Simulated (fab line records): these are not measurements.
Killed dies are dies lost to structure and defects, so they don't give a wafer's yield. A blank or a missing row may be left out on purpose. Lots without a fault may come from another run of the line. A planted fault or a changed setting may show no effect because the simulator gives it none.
3 desks, one fault	flow n5Finfet	each desk has only its own numbers; what lay behind them comes last

## THE DEFECT DESK
Lot by lot, what the route's inspections counted, given as the mean of those sampled wafers with a number. Marked OUT: a lot whose mean sits more than 4 standard deviations from the usual mean, which makes it out of limits; the brackets give that distance.
Columns: A = rawDefectCount at N5_BEOL_M8_INSPECT_13, usual 376
lot	first seen here	A
L922	day 11 16:17	314
L925	day 12 11:01	474
L927	day 12 21:08	354
L931	day 13 18:29	491
L932	day 14 02:57	351
L935	day 15 13:38	352
Finding of this desk: none of the 6 lots has anything out of limits.

## THE METROLOGY DESK
Lot by lot, what the gauges showed, no matter which tool ran the lot: averages of those sampled wafers that carry a number. Marked OUT: a lot whose mean sits more than 4 standard deviations from the usual mean, which makes it out of limits; the brackets give that distance.
Columns: A = cdNm at N5_BEOL_M8_CD_MEAS_11, usual 38.5 nm; B = M8_OVL at N5_BEOL_M8_OVL_MEAS_12, usual 0.3 nm
lot	first seen here	A	B
L922	day 11 16:14	38.3	-0.2
L925	day 12 10:57	38.7	-0.1
L927	day 12 21:05	37.8	0.3
L931	day 13 18:26	38.3	-0.0
L932	day 14 02:53	37.9	0.4
L935	day 15 13:35	38.4	-0.5
Finding of this desk: none of the 6 lots has anything out of limits.

## THE TOOL OWNER'S DESK: rieDiel-05
The tool's own readings at N5_BEOL_M8_ETCH_62 (etches SOC in N2/H2, target depth 110 nm, overetch 22 nm, time 165 s): means of the sampled wafers that have a number, for each lot that ran on this tool. Marked OUT: a lot whose mean sits more than 4 standard deviations from the usual mean, which makes it out of limits; the brackets give that distance.
Columns: A = drypumpMotorCurrentA at N5_BEOL_M8_ETCH_62, usual 5.6 A; B = oesProductAu at N5_BEOL_M8_ETCH_62, usual 0.68 a.u.; C = rfFwdPowerW at N5_BEOL_M8_ETCH_62, usual 837.4 W; D = rfVppV at N5_BEOL_M8_ETCH_62, usual 524.1 V; E = showerheadPlenumPTorr at N5_BEOL_M8_ETCH_62, usual 2.55 Torr; F = throttleValvePct at N5_BEOL_M8_ETCH_62, usual 17.81 %
lot	first seen here	A	B	C	D	E	F
L922	day 11 16:39	5.6	0.71	635.3 (-75) OUT	573.6 (+18) OUT	2.57	17.72
L925	day 12 11:08	5.6	0.71	634.3 (-75) OUT	575.5 (+18) OUT	2.57	17.73
L935	day 15 13:46	5.2	0.68	838.2	526.3	2.60	17.63
This desk's verdict: out of limits on L922, L925, starting with L922 at day 11 16:39 (rfFwdPowerW at N5_BEOL_M8_ETCH_62). Within limits: L935.

## ALL TOGETHER
The tool owner's desk could have raised an alarm at day 11 16:39, on L922, L925.
Nothing out of limits was seen by the defect desk.
At the metrology desk, nothing out of limits was observed.
The defect desk has L922, L925 on record, within its limits.
The metrology desk has L922, L925 on record, within its limits.
All the named lots went through N5_BEOL_M8_ETCH_62 on rieDiel-05.

## WHAT THE SIMULATOR HAD INSERTED
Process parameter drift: rieDiel-05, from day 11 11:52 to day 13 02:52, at N5_BEOL_M8_ETCH_62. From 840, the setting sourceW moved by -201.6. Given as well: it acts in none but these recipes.
Shown lots that were struck: L922, L925.
Time in hours from fault onset to the first out-of-limits reading at each desk: the tool owner's desk, 5.
